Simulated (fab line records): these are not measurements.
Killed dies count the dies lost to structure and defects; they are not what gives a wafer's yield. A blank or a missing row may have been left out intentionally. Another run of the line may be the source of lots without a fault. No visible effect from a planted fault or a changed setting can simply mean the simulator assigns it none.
Matching of chambers :: flow nand harc :: 4 sister chambers for NHARC_P_GATE_DESCUM_13 on rie diel-11
The step chemistry O2, time 3 s. 8 wafers are shown with their chamber, then 10 later ones without.

== WAFERS PAIRED WITH THEIR CHAMBERS ==
wafer: L078.5
chamber: 0
drypump motor current A (A): 5.7
oes product au (a.u.): 0.970

wafer: L080.3
chamber: 0
drypump motor current A (A): 5.7
oes product au (a.u.): 0.983

wafer: L084.3
chamber: 3
drypump motor current A (A): 5.5
oes product au (a.u.): 1.026

wafer: L086.1
chamber: 1
drypump motor current A (A): 5.0
oes product au (a.u.): 1.004

wafer: L086.2
chamber: 3
drypump motor current A (A): 5.5
oes product au (a.u.): 1.016

wafer: L086.5
chamber: 2
drypump motor current A (A): 5.5
oes product au (a.u.): 0.985

wafer: L087.1
chamber: 1
drypump motor current A (A): 5.0
oes product au (a.u.): 1.012

wafer: L087.2
chamber: 2
drypump motor current A (A): 5.4
oes product au (a.u.): 0.984

== WAFERS WITHOUT THEIR CHAMBER ==
wafer: L087.3
drypump motor current A (A): 5.5
oes product au (a.u.): 1.027

wafer: L089.1
drypump motor current A (A): 5.5
oes product au (a.u.): 1.024

wafer: L089.2
drypump motor current A (A): 4.9
oes product au (a.u.): 1.001

wafer: L089.3
drypump motor current A (A): 5.7
oes product au (a.u.): 0.983

wafer: L090.1
drypump motor current A (A): 5.4
oes product au (a.u.): 1.002

wafer: L090.3
drypump motor current A (A): 5.7
oes product au (a.u.): 0.989

wafer: L090.4
drypump motor current A (A): 5.0
oes product au (a.u.): 0.992

wafer: L095.1
drypump motor current A (A): 5.7
oes product au (a.u.): 0.990

wafer: L095.3
drypump motor current A (A): 5.4
oes product au (a.u.): 1.018

wafer: L095.4
drypump motor current A (A): 5.0
oes product au (a.u.): 1.017

== EACH ONE'S CHAMBER ==
wafer: L087.3
from the rows above: 3
in truth: 3

wafer: L089.1
from the rows above: 3
in truth: 3

wafer: L089.2
from the rows above: 1
in truth: 1

wafer: L089.3
from the rows above: 0
in truth: 0

wafer: L090.1
from the rows above: can't be placed: 2 or 3
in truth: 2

wafer: L090.3
from the rows above: 0
in truth: 0

wafer: L090.4
from the rows above: 1
in truth: 1

wafer: L095.1
from the rows above: 0
in truth: 0

wafer: L095.3
from the rows above: 3
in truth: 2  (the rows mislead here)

wafer: L095.4
from the rows above: 1
in truth: 1
Correctly placed: 8 of 10. These rows do not allow placing 1 (true chamber among the candidates in 1). Wrongly placed: 1.
How it was worked out, from the rows above alone: a wafer's distance from a chamber is the root of the sum, over the readings, of the square of ((its reading less the chamber's mean) divided by the reading's scatter). If the next closest chamber is less than 2 further off than the closest, the wafer can't be placed; otherwise it belongs to the closest. Each chamber's mean is taken over the wafers shown for it. The scatter: the root of (the sum of the squares of (reading less its chamber's mean) over the shown wafers, divided by (wafers less chambers)).
